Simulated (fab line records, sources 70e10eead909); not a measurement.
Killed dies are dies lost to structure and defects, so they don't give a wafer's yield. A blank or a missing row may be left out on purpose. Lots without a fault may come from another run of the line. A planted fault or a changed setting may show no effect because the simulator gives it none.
Which tool did it? | flow nand_harc | 21 lots, 63 wafers sampled, at 6 steps of a route of 1159

WHAT THE GAUGES READ, wafer by wafer
The record holds no reading of a measuring or inspecting step that can be judged against a usual standard deviation.

WHICH TOOL RAN EACH LOT (tool, then ch and the chambers of the sampled wafers, then the start)
lot  | NHARC_A_STAIRCASE_TRIM_202     | NHARC_A_STAIRCASE_TRIM_222     | NHARC_A_STAIRCASE_ETCH_232     | NHARC_A_STAIRCASE_TRIM_235     | NHARC_A_STAIRCASE_HM_OPEN_460  | NHARC_A_STAIRCASE_ETCH_315
L075 | rie_diel-07 ch 0,2,3, no start | rie_diel-03 ch 0,1,2, no start | rie_diel-03 ch 1,2, no start   | rie_diel-03 ch 1,2,3, no start | rie_diel-03 ch 0,1,2, no start | rie_diel-07 ch 0,1,2, no start
L077 | rie_diel-02 ch 0,1,2, no start | rie_diel-07 ch 0,1,2, no start | rie_diel-07 ch 0,1,3, no start | rie_diel-07 ch 1,2, no start   | rie_diel-07 ch 0,2,3, no start | rie_diel-02 ch 0,2, no start
L079 | rie_diel-02 ch 0,1,3, no start | rie_diel-07 ch 1,3, no start   | rie_diel-02 ch 0,3, no start   | rie_diel-02 ch 1,3, no start   | rie_diel-02 ch 0,1,3, no start | rie_diel-07 ch 1,2, no start
L080 | rie_diel-07 ch 1,2,3, no start | rie_diel-03 ch 0,2, no start   | rie_diel-02 ch 0,1, no start   | rie_diel-02 ch 0,1, no start   | rie_diel-03 ch 0,1,3, no start | rie_diel-02 ch 0,1,2, no start
L078 | rie_diel-02 ch 0,3, no start   | rie_diel-03 ch 0,2,3, no start | rie_diel-07 ch 1,2,3, no start | rie_diel-07 ch 0,2,3, no start | rie_diel-02 ch 0,1,3, no start | rie_diel-03 ch 0,2,3, no start
L081 | rie_diel-03 ch 0,2,3, no start | rie_diel-02 ch 0,1,3, no start | rie_diel-02 ch 1,2,3, no start | rie_diel-02 ch 0,1,3, no start | rie_diel-07 ch 0,1,2, no start | rie_diel-02 ch 0,2,3, no start
L083 | rie_diel-02 ch 1,2,3, no start | rie_diel-02 ch 0,1,2, no start | rie_diel-02 ch 1,2, no start   | rie_diel-02 ch 0,1,2, no start | rie_diel-03 ch 2,3, no start   | rie_diel-03 ch 1,2, no start
L082 | rie_diel-03 ch 0,1, no start   | rie_diel-03 ch 0,3, no start   | rie_diel-03 ch 1,2,3, no start | rie_diel-03 ch 0,1, no start   | rie_diel-03 ch 1,2,3, no start | rie_diel-03 ch 0,2,3, no start
L084 | rie_diel-02 ch 0,3, no start   | rie_diel-07 ch 0,1,2, no start | rie_diel-07 ch 0,1,3, no start | rie_diel-07 ch 2,3, no start   | rie_diel-02 ch 0,3, no start   | rie_diel-02 ch 0,1,3, no start
L085 | rie_diel-02 ch 0,2, no start   | rie_diel-02 ch 0,1,3, no start | rie_diel-02 ch 1,2, no start   | rie_diel-02 ch 2,3, no start   | rie_diel-03 ch 1,2, no start   | rie_diel-07 ch 0,3, no start
L086 | rie_diel-03 ch 0,1,3, no start | rie_diel-03 ch 0,1,3, no start | rie_diel-02 ch 0,1,2, no start | rie_diel-02 ch 0,2,3, no start | rie_diel-02 ch 1,2,3, no start | rie_diel-07 ch 1,2,3, no start
L087 | rie_diel-02 ch 0,3, no start   | rie_diel-02 ch 0,1,2, no start | rie_diel-07 ch 1,2, no start   | rie_diel-07 ch 0,1, no start   | rie_diel-07 ch 1,3, no start   | rie_diel-07 ch 1,2,3, no start
L088 | rie_diel-07 ch 0,2,3, no start | rie_diel-02 ch 1,2,3, no start | rie_diel-02 ch 0,3, no start   | rie_diel-02 ch 0,2, no start   | rie_diel-03 ch 1,2, no start   | rie_diel-07 ch 0,3, no start
L090 | rie_diel-07 ch 0,2, no start   | rie_diel-02 ch 1,3, no start   | rie_diel-02 ch 0,1,3, no start | rie_diel-02 ch 0,1,3, no start | rie_diel-03 ch 1,3, no start   | rie_diel-02 ch 2,3, no start
L089 | rie_diel-03 ch 0,1,3, no start | rie_diel-03 ch 0,1, no start   | rie_diel-03 ch 1,3, no start   | rie_diel-03 ch 0,1,3, no start | rie_diel-02 ch 0,1,2, no start | rie_diel-02 ch 0,1,2, no start
L092 | rie_diel-02 ch 0,1, no start   | rie_diel-03 ch 0,3, no start   | rie_diel-02 ch 1,3, no start   | rie_diel-02 ch 0,2,3, no start | rie_diel-02 ch 0,2,3, no start | rie_diel-02 ch 0,1, no start
L094 | rie_diel-07 ch 0,2,3, no start | rie_diel-03 ch 0,1,2, no start | rie_diel-02 ch 0,2,3, no start | rie_diel-02 ch 0,1,3, no start | rie_diel-02 ch 0,1,2, no start | rie_diel-03 ch 0,1,3, no start
L095 | rie_diel-07 ch 0,2,3, no start | rie_diel-07 ch 0,1,2, no start | rie_diel-02 ch 0,1,3, no start | rie_diel-02 ch 0,1,2, no start | rie_diel-02 ch 0,1,3, no start | rie_diel-02 ch 0,1,2, no start
L093 | rie_diel-03 ch 2,3, no start   | rie_diel-03 ch 0,1,2, no start | rie_diel-03 ch 0,1,2, no start | rie_diel-03 ch 0,1,2, no start | rie_diel-07 ch 0,1,3, no start | rie_diel-02 ch 1,2,3, no start
L096 | rie_diel-02 ch 1,2,3, no start | rie_diel-02 ch 1,2,3, no start | rie_diel-07 ch 2,3, no start   | rie_diel-07 ch 0,1,3, no start | rie_diel-03 ch 1,2, no start   | rie_diel-07 ch 0,1,2, no start
L097 | rie_diel-02 ch 2,3, no start   | rie_diel-07 ch 1,2, no start   | rie_diel-07 ch 0,2, no start   | rie_diel-07 ch 2,3, no start   | rie_diel-07 ch 1,2,3, no start | rie_diel-02 ch 1,2, no start
- NHARC_A_STAIRCASE_TRIM_202: chemistry O2, time 211.2 s.
- NHARC_A_STAIRCASE_TRIM_222: chemistry O2, time 211.2 s.
- NHARC_A_STAIRCASE_ETCH_232: etches the open film in C4F8/O2, target depth 100 nm, time 40.5 s.
- NHARC_A_STAIRCASE_TRIM_235: chemistry O2, time 211.2 s.
- NHARC_A_STAIRCASE_HM_OPEN_460: chemistry O2/COS.
- NHARC_A_STAIRCASE_ETCH_315: etches the open film in C4F8/O2/Ar, target depth 2500 nm, time 607.1 s.

WHAT THE TOOLS THEMSELVES READ (means of the sampled wafers that have a number; where no wafer has one, the mark that the record gives instead)
NHARC_A_STAIRCASE_TRIM_202. Usual: drypump_motor_current_A 5.6 A, standard deviation 0.36; o2_flow_sccm 499.8 sccm, standard deviation 1.6; oes_product_au 1.000 a.u., standard deviation 0.007; rf_vpp_V 57.6 V, standard deviation 0.94; showerhead_plenum_p_Torr 3.48 Torr, standard deviation 0.16; throttle_valve_pct 17.036 %, standard deviation 0.0098.
lot  | tool        | drypump_motor_current_A (A) | o2_flow_sccm (sccm) | oes_product_au (a.u.) | rf_vpp_V (V) | showerhead_plenum_p_Torr (Torr) | throttle_valve_pct (%) | flag
L075 | rie_diel-07 | 6.0                         | 499.3               | 0.996                 | 57.4         | 3.60                            | 17.038                 |
L077 | rie_diel-02 | 5.5                         | 499.6               | 1.003                 | 57.8         | 3.37                            | 17.038                 |
L079 | rie_diel-02 | 5.4                         | 498.7               | 1.010                 | 57.3         | 3.39                            | 17.042                 |
L080 | rie_diel-07 | 5.8                         | 500.6               | 1.006                 | 57.8         | 3.43                            | 17.041                 |
L078 | rie_diel-02 | 5.3                         | 498.5               | 1.001                 | 57.0         | 3.40                            | 17.041                 |
L081 | rie_diel-03 | 5.8                         | 500.0               | 0.995                 | 58.1         | 3.60                            | 17.036                 |
L083 | rie_diel-02 | 5.3                         | 501.9               | 1.000                 | 56.6         | 3.34                            | 17.040                 |
L082 | rie_diel-03 | 5.7                         | 498.9               | 0.997                 | 58.2         | 3.70                            | 17.030                 |
L084 | rie_diel-02 | 5.6                         | 498.8               | 1.005                 | 57.7         | 3.42                            | 17.041                 |
L085 | rie_diel-02 | 5.6                         | 500.8               | 1.002                 | 57.8         | 3.36                            | 17.035                 |
L086 | rie_diel-03 | 5.8                         | 500.3               | 1.001                 | 57.6         | 3.65                            | 17.038                 |
L087 | rie_diel-02 | 5.3                         | 500.9               | 0.997                 | 57.1         | 3.39                            | 17.040                 |
L088 | rie_diel-07 | 6.0                         | 500.0               | 0.999                 | 57.3         | 3.58                            | 17.036                 |
L090 | rie_diel-07 | 6.1                         | 499.6               | 1.001                 | 57.4         | 3.50                            | 17.047                 |
L089 | rie_diel-03 | 5.8                         | 499.5               | 0.998                 | 57.7         | 3.65                            | 17.030                 |
L092 | rie_diel-02 | 5.7                         | 501.9               | 0.999                 | 57.7         | 3.40                            | 17.032                 |
L094 | rie_diel-07 | 6.0                         | 499.8               | 1.004                 | 57.4         | 3.58                            | 17.033                 |
L095 | rie_diel-07 | 6.0                         | 500.9               | 1.001                 | 58.3         | 3.58                            | 17.033                 |
L093 | rie_diel-03 | 5.9                         | 500.4               | 1.009                 | 57.8         | 3.59                            | 17.028                 |
L096 | rie_diel-02 | 5.3                         | 499.1               | 1.000                 | 57.1         | 3.33                            | 17.037                 |
L097 | rie_diel-02 | 5.2                         | 499.1               | 0.992                 | 57.5         | 3.33                            | 17.041                 |

NHARC_A_STAIRCASE_TRIM_222. Usual: drypump_motor_current_A 5.7 A, standard deviation 0.32; o2_flow_sccm 500.2 sccm, standard deviation 1.4; oes_product_au 0.999 a.u., standard deviation 0.007; rf_vpp_V 57.8 V, standard deviation 0.95; showerhead_plenum_p_Torr 3.52 Torr, standard deviation 0.16; throttle_valve_pct 17.037 %, standard deviation 0.0091.
lot  | tool        | drypump_motor_current_A (A) | o2_flow_sccm (sccm) | oes_product_au (a.u.) | rf_vpp_V (V) | showerhead_plenum_p_Torr (Torr) | throttle_valve_pct (%) | flag
L075 | rie_diel-03 | 5.7                         | 500.5               | 0.996                 | 57.6         | 3.66                            | 17.042                 |
L077 | rie_diel-07 | 6.0                         | 501.1               | 1.000                 | 58.3         | 3.50                            | 17.040                 |
L079 | rie_diel-07 | 5.6                         | 499.7               | 0.993                 | 57.8         | 3.42                            | 17.039                 |
L080 | rie_diel-03 | 5.7                         | 500.7               | 0.999                 | 57.8         | 3.60                            | 17.041                 |
L078 | rie_diel-03 | 5.8                         | 500.8               | 1.014                 | 57.7         | 3.60                            | 17.032                 |
L081 | rie_diel-02 | 5.4                         | 499.1               | 1.005                 | 57.6         | 3.39                            | 17.039                 |
L083 | rie_diel-02 | 5.6                         | 499.6               | 0.995                 | 57.8         | 3.36                            | 17.034                 |
L082 | rie_diel-03 | 5.7                         | 501.5               | 0.990                 | 58.2         | 3.60                            | 17.037                 |
L084 | rie_diel-07 | 5.9                         | 499.4               | 1.002                 | 57.5         | 3.49                            | 17.035                 |
L085 | rie_diel-02 | 5.5                         | 499.5               | 0.999                 | 57.6         | 3.38                            | 17.038                 |
L086 | rie_diel-03 | 5.8                         | 501.1               | 0.998                 | 58.2         | 3.65                            | 17.036                 |
L087 | rie_diel-02 | 5.6                         | 500.8               | 1.001                 | 57.2         | 3.36                            | 17.030                 |
L088 | rie_diel-02 | 5.3                         | 499.2               | 1.004                 | 56.6         | 3.33                            | 17.033                 |
L090 | rie_diel-02 | 5.3                         | 500.3               | 1.008                 | 56.4         | 3.34                            | 17.038                 |
L089 | rie_diel-03 | 5.7                         | 502.0               | 0.998                 | 58.0         | 3.69                            | 17.032                 |
L092 | rie_diel-03 | 5.7                         | 500.7               | 0.991                 | 56.8         | 3.59                            | 17.037                 |
L094 | rie_diel-03 | 5.7                         | 499.7               | 0.993                 | 58.4         | 3.63                            | 17.036                 |
L095 | rie_diel-07 | 6.0                         | 499.9               | 0.996                 | 58.2         | 3.48                            | 17.043                 |
L093 | rie_diel-03 | 5.7                         | 500.5               | 0.998                 | 58.4         | 3.63                            | 17.036                 |
L096 | rie_diel-02 | 5.3                         | 499.9               | 0.997                 | 56.6         | 3.33                            | 17.034                 |
L097 | rie_diel-07 | 5.7                         | 499.7               | 0.995                 | 57.7         | 3.32                            | 17.036                 |

NHARC_A_STAIRCASE_ETCH_232. Usual: oes_product_au 0.941 a.u., standard deviation 0.011; rf_vpp_V 894 V, standard deviation 6.2.
lot  | tool        | oes_product_au (a.u.) | rf_vpp_V (V) | flag
L075 | rie_diel-03 | 0.946                 | 902          |
L077 | rie_diel-07 | 0.945                 | 898          |
L079 | rie_diel-02 | 0.936                 | 892          |
L080 | rie_diel-02 | 0.939                 | 890          |
L078 | rie_diel-07 | 0.928                 | 892          |
L081 | rie_diel-02 | 0.941                 | 889          |
L083 | rie_diel-02 | 0.970                 | 889          |
L082 | rie_diel-03 | 0.951                 | 900          |
L084 | rie_diel-07 | 0.942                 | 898          |
L085 | rie_diel-02 | 0.939                 | 889          |
L086 | rie_diel-02 | 0.953                 | 889          |
L087 | rie_diel-07 | 0.934                 | 888          |
L088 | rie_diel-02 | 0.941                 | 892          |
L090 | rie_diel-02 | 0.933                 | 890          |
L089 | rie_diel-03 | 0.937                 | 902          |
L092 | rie_diel-02 | 0.946                 | 890          |
L094 | rie_diel-02 | 0.931                 | 890          |
L095 | rie_diel-02 | 0.919                 | 890          |
L093 | rie_diel-03 | 0.927                 | 899          |
L096 | rie_diel-07 | 0.950                 | 893          |
L097 | rie_diel-07 | 0.946                 | 895          |

NHARC_A_STAIRCASE_TRIM_235. Usual: drypump_motor_current_A 5.7 A, standard deviation 0.37; o2_flow_sccm 500.0 sccm, standard deviation 1.6; oes_product_au 0.999 a.u., standard deviation 0.008; rf_vpp_V 57.6 V, standard deviation 1; showerhead_plenum_p_Torr 3.46 Torr, standard deviation 0.17; throttle_valve_pct 17.037 %, standard deviation 0.0092.
lot  | tool        | drypump_motor_current_A (A) | o2_flow_sccm (sccm) | oes_product_au (a.u.) | rf_vpp_V (V) | showerhead_plenum_p_Torr (Torr) | throttle_valve_pct (%) | flag
L075 | rie_diel-03 | 5.9                         | 499.5               | 0.993                 | 57.8         | 3.67                            | 17.032                 |
L077 | rie_diel-07 | 5.9                         | 498.7               | 1.001                 | 56.7         | 3.35                            | 17.034                 |
L079 | rie_diel-02 | 5.3                         | 498.9               | 1.004                 | 57.3         | 3.35                            | 17.030                 |
L080 | rie_diel-02 | 5.6                         | 501.2               | 1.005                 | 57.7         | 3.37                            | 17.035                 |
L078 | rie_diel-07 | 6.0                         | 501.3               | 0.997                 | 58.2         | 3.59                            | 17.034                 |
L081 | rie_diel-02 | 5.4                         | 498.7               | 1.002                 | 57.3         | 3.38                            | 17.043                 |
L083 | rie_diel-02 | 5.6                         | 500.1               | 1.005                 | 58.0         | 3.36                            | 17.040                 |
L082 | rie_diel-03 | 5.6                         | 499.5               | 0.994                 | 57.1         | 3.65                            | 17.034                 |
L084 | rie_diel-07 | 5.8                         | 498.6               | 0.999                 | 57.5         | 3.53                            | 17.030                 |
L085 | rie_diel-02 | 5.1                         | 501.3               | 0.996                 | 56.9         | 3.35                            | 17.039                 |
L086 | rie_diel-02 | 5.4                         | 499.0               | 1.001                 | 57.5         | 3.38                            | 17.035                 |
L087 | rie_diel-07 | 6.0                         | 497.7               | 0.997                 | 58.4         | 3.63                            | 17.032                 |
L088 | rie_diel-02 | 5.6                         | 502.9               | 1.008                 | 58.0         | 3.35                            | 17.039                 |
L090 | rie_diel-02 | 5.4                         | 500.4               | 1.000                 | 57.1         | 3.38                            | 17.041                 |
L089 | rie_diel-03 | 5.8                         | 499.7               | 0.999                 | 58.7         | 3.65                            | 17.034                 |
L092 | rie_diel-02 | 5.4                         | 499.7               | 0.986                 | 57.7         | 3.37                            | 17.034                 |
L094 | rie_diel-02 | 5.4                         | 499.8               | 0.997                 | 57.1         | 3.37                            | 17.041                 |
L095 | rie_diel-02 | 5.6                         | 500.7               | 0.993                 | 57.3         | 3.35                            | 17.030                 |
L093 | rie_diel-03 | 5.7                         | 500.4               | 1.005                 | 58.3         | 3.63                            | 17.028                 |
L096 | rie_diel-07 | 5.8                         | 499.8               | 0.991                 | 58.1         | 3.56                            | 17.038                 |
L097 | rie_diel-07 | 5.8                         | 499.6               | 1.002                 | 57.7         | 3.51                            | 17.044                 |

NHARC_A_STAIRCASE_HM_OPEN_460. Usual: drypump_motor_current_A 5.6 A, standard deviation 0.35; o2_flow_sccm 400.3 sccm, standard deviation 1.1; oes_product_au 0.999 a.u., standard deviation 0.0085; rf_vpp_V 466 V, standard deviation 3.1; showerhead_plenum_p_Torr 3.09 Torr, standard deviation 0.15; throttle_valve_pct 28.330 %, standard deviation 0.0093.
lot  | tool        | drypump_motor_current_A (A) | o2_flow_sccm (sccm) | oes_product_au (a.u.) | rf_vpp_V (V) | showerhead_plenum_p_Torr (Torr) | throttle_valve_pct (%) | flag
L075 | rie_diel-03 | 5.7                         | 400.6               | 1.000                 | 470          | 3.23                            | 28.324                 |
L077 | rie_diel-07 | 6.0                         | 400.7               | 1.000                 | 469          | 3.18                            | 28.330                 |
L079 | rie_diel-02 | 5.4                         | 400.3               | 1.002                 | 465          | 2.99                            | 28.329                 |
L080 | rie_diel-03 | 5.8                         | 400.5               | 0.991                 | 470          | 3.24                            | 28.339                 |
L078 | rie_diel-02 | 5.4                         | 401.8               | 1.010                 | 465          | 2.99                            | 28.330                 |
L081 | rie_diel-07 | 6.0                         | 399.7               | 0.994                 | 467          | 3.09                            | 28.328                 |
L083 | rie_diel-03 | 5.9                         | 400.8               | 1.007                 | 469          | 3.19                            | 28.343                 |
L082 | rie_diel-03 | 5.9                         | 399.4               | 1.001                 | 469          | 3.24                            | 28.330                 |
L084 | rie_diel-02 | 5.3                         | 399.6               | 1.000                 | 465          | 3.00                            | 28.336                 |
L085 | rie_diel-03 | 5.8                         | 399.6               | 1.001                 | 469          | 3.22                            | 28.329                 |
L086 | rie_diel-02 | 5.3                         | 400.0               | 1.009                 | 464          | 2.95                            | 28.334                 |
L087 | rie_diel-07 | 5.6                         | 400.4               | 0.992                 | 464          | 3.02                            | 28.320                 |
L088 | rie_diel-03 | 5.8                         | 399.7               | 1.001                 | 470          | 3.27                            | 28.341                 |
L090 | rie_diel-03 | 5.9                         | 399.6               | 0.996                 | 470          | 3.28                            | 28.324                 |
L089 | rie_diel-02 | 5.6                         | 400.4               | 1.004                 | 464          | 2.97                            | 28.331                 |
L092 | rie_diel-02 | 5.4                         | 400.2               | 0.998                 | 465          | 2.98                            | 28.341                 |
L094 | rie_diel-02 | 5.6                         | 401.6               | 0.991                 | 464          | 2.96                            | 28.331                 |
L095 | rie_diel-02 | 5.4                         | 399.8               | 0.995                 | 464          | 2.98                            | 28.335                 |
L093 | rie_diel-07 | 5.8                         | 400.5               | 1.007                 | 467          | 3.15                            | 28.328                 |
L096 | rie_diel-03 | 5.8                         | 400.5               | 0.996                 | 470          | 3.26                            | 28.336                 |
L097 | rie_diel-07 | 5.8                         | 400.7               | 1.003                 | 466          | 3.02                            | 28.330                 |

NHARC_A_STAIRCASE_ETCH_315. Usual: oes_product_au 0.931 a.u., standard deviation 0.0087; rf_vpp_V 1822 V, standard deviation 12.
lot  | tool        | oes_product_au (a.u.) | rf_vpp_V (V) | flag
L075 | rie_diel-07 | 0.929                 | 1825         |
L077 | rie_diel-02 | 0.939                 | 1817         |
L079 | rie_diel-07 | 0.945                 | 1813         |
L080 | rie_diel-02 | 0.937                 | 1815         |
L078 | rie_diel-03 | 0.940                 | 1833         |
L081 | rie_diel-02 | 0.938                 | 1817         |
L083 | rie_diel-03 | 0.930                 | 1840         |
L082 | rie_diel-03 | 0.922                 | 1832         |
L084 | rie_diel-02 | 0.933                 | 1816         |
L085 | rie_diel-07 | 0.924                 | 1842         |
L086 | rie_diel-07 | 0.922                 | 1819         |
L087 | rie_diel-07 | 0.940                 | 1819         |
L088 | rie_diel-07 | 0.928                 | 1841         |
L090 | rie_diel-02 | 0.928                 | 1814         |
L089 | rie_diel-02 | 0.937                 | 1814         |
L092 | rie_diel-02 | 0.933                 | 1814         |
L094 | rie_diel-03 | 0.923                 | 1835         |
L095 | rie_diel-02 | 0.926                 | 1813         |
L093 | rie_diel-02 | 0.930                 | 1812         |
L096 | rie_diel-07 | 0.924                 | 1824         |
L097 | rie_diel-02 | 0.928                 | 1810         |

THE ANSWER, worked out from the rows above alone
Rule: a lot is off if the mean of its wafers that have a number lies more than 3 standard deviations from the usual mean. A lot without any number at a reading at which 4 lots or more have one is off too. The other lots that the step has rows for count as sound. The gauges are gone through in route order, then the tools' own readings, and for those a lot's mean is taken as printed above. The first step at which some lot is off is used, and at that step the reading that is off furthest; a lot without a number counts as furthest.
No lot is off at any reading shown: from this, nothing can be told.

WHAT THE SIMULATOR HAD PUT IN
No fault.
